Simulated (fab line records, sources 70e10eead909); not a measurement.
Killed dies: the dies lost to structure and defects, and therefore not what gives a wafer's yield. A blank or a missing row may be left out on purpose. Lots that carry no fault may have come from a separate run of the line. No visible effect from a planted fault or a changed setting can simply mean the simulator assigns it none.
A lot that was struck, set against a sound lot / flow nand-harc / 14 out of 1159 route steps
Sound: wafers L236.1, L236.2, L236.3. Struck: wafer L244.4. (L244.3, L244.5 of the same lot were not struck and are left out.) The cause comes at the end.
Order at every step that has rows: each side's tool, ch and its chambers, its first start. Under that, the readings that differ: sound wafers / struck wafers / difference of the means / sigmas: that difference in standard deviations of wafers without a fault.
alike: words and numbers the same on both sides, and readings whose means are apart by under 2 such deviations; not compared: readings that were withheld, readings missing a value for some wafer, numbers with overlapping values and no deviation given by the record, and bounds like >300 which may hide the same value.
Wherever a step has rows on one side only, a row that says differs or no value, or a row with sigmas, the two part there. When numbers do not overlap yet have no deviation, they are printed without sigmas and do not part them. A reading that every wafer of one side lacks parts them only if that side has two wafers or more.

first, 1 step without rows for these wafers: NHARC_A_STAIRCASE_HARDBAKE_311 (time 140 s).
NHARC_A_STAIRCASE_DESCUM_312: chemistry O2, time 3 s.
  sound on rie-diel-11 ch 0,1,2, day 13 01:50; struck on rie-diel-09 ch 0, day 14 15:37
reading=rf-hours-counter-h (h); sound=33 32 34; struck=26; difference=-7; sigmas=
reading=throttle-valve-pct (%); sound=11.325 11.311 11.336; struck=11.305; difference=-0.019; sigmas=-2
  alike: drypump-motor-current-A, oes-product-au, rf-vpp-V, showerhead-plenum-p-Torr
NHARC_A_STAIRCASE_ETCH_313: etches the open film in CF4/CHF3.
  sound on rie-diel-11 ch 1,2,3, day 13 01:56; struck on rie-diel-09 ch 0, day 14 15:41
reading=rf-hours-counter-h (h); sound=32 33 32; struck=26; difference=-6; sigmas=
  alike: drypump-motor-current-A, oes-product-au, rf-vpp-V, showerhead-plenum-p-Torr, throttle-valve-pct
then, 2 steps without rows for these wafers: NHARC_A_STAIRCASE_HM_OPEN_463 (chemistry O2/COS); NHARC_A_STAIRCASE_STRIP_464 (strips in O2/COS).
NHARC_A_STAIRCASE_ETCH_453: etches the open film in CF4/O2, target depth 30 nm, overetch 3 nm, time 16.5 s.
  sound on rie-diel-11 ch 0,1,2; struck on rie-diel-09 ch 3
reading=rf-hours-counter-h (h); sound=33 32 34; struck=24; difference=-9; sigmas=
  alike: drypump-motor-current-A, oes-product-au, rf-vpp-V, showerhead-plenum-p-Torr, throttle-valve-pct
NHARC_A_STAIRCASE_ETCH_315: etches the open film in C4F8/O2/Ar, target depth 2500 nm, time 607.1 s.
  sound on rie-diel-11 ch 1,2,3; struck on rie-diel-09 ch 0
reading=rf-hours-counter-h (h); sound=33 32 32; struck=26; difference=-6; sigmas=
  alike: oes-product-au, rf-vpp-V
NHARC_A_STAIRCASE_STRIP_316: strips in O2.
  sound on rie-diel-11 ch 0,1,2; struck on rie-diel-09 ch 1
reading=drypump-motor-current-A (A); sound=6.0 6.0 5.4; struck=6.7; difference=+0.9; sigmas=+2
reading=rf-hours-counter-h (h); sound=35 32 33; struck=24; difference=-9; sigmas=
  alike: oes-product-au, rf-vpp-V, showerhead-plenum-p-Torr, throttle-valve-pct
then, 3 steps without rows for these wafers: NHARC_A_STAIRCASE_STRIP_317 (strips in SPM, time 900 s); NHARC_A_STAIRCASE_PRECLEAN_318 (cleans in SC1); NHARC_A_STAIRCASE_SRD_329.
NHARC_A_STAIRCASE_ALD_415: deposits SiO2, target thk 30 nm, pulse time 6 s, ald cycles 300.
  sound on ald-hk-04 ch 1,2,3, day 13 03:56; struck on ald-hk-02 ch 0, day 14 18:38
reading=ald-cycles; sound=300 300 300; struck=377; difference=+77; sigmas=
  alike: heater-power-w, precursor-pulse-height-rel, susceptor-temp-C
then, 1 step without rows for these wafers: NHARC_A_STAIRCASE_ETCHBACK_416 (etches the open film in C4F8/O2/Ar, target depth 36 nm, time 7.2 s).
-- the record jumps here: 7 days lie between the struck wafers' starts before and after (it left off in module A_STAIRCASE and takes up again in module END, whose first step shown is number 1159 of the route) --
NHARC_END_SORT_01:
  the record has rows for the struck wafers here (prober-02 ch 0, day 22 03:46) and none for the sound ones

== WHERE THEY PART ==
Last at NHARC_END_SORT_01 as far as this record goes, first at NHARC_A_STAIRCASE_DESCUM_312.

WHY: the cause the simulator had injected
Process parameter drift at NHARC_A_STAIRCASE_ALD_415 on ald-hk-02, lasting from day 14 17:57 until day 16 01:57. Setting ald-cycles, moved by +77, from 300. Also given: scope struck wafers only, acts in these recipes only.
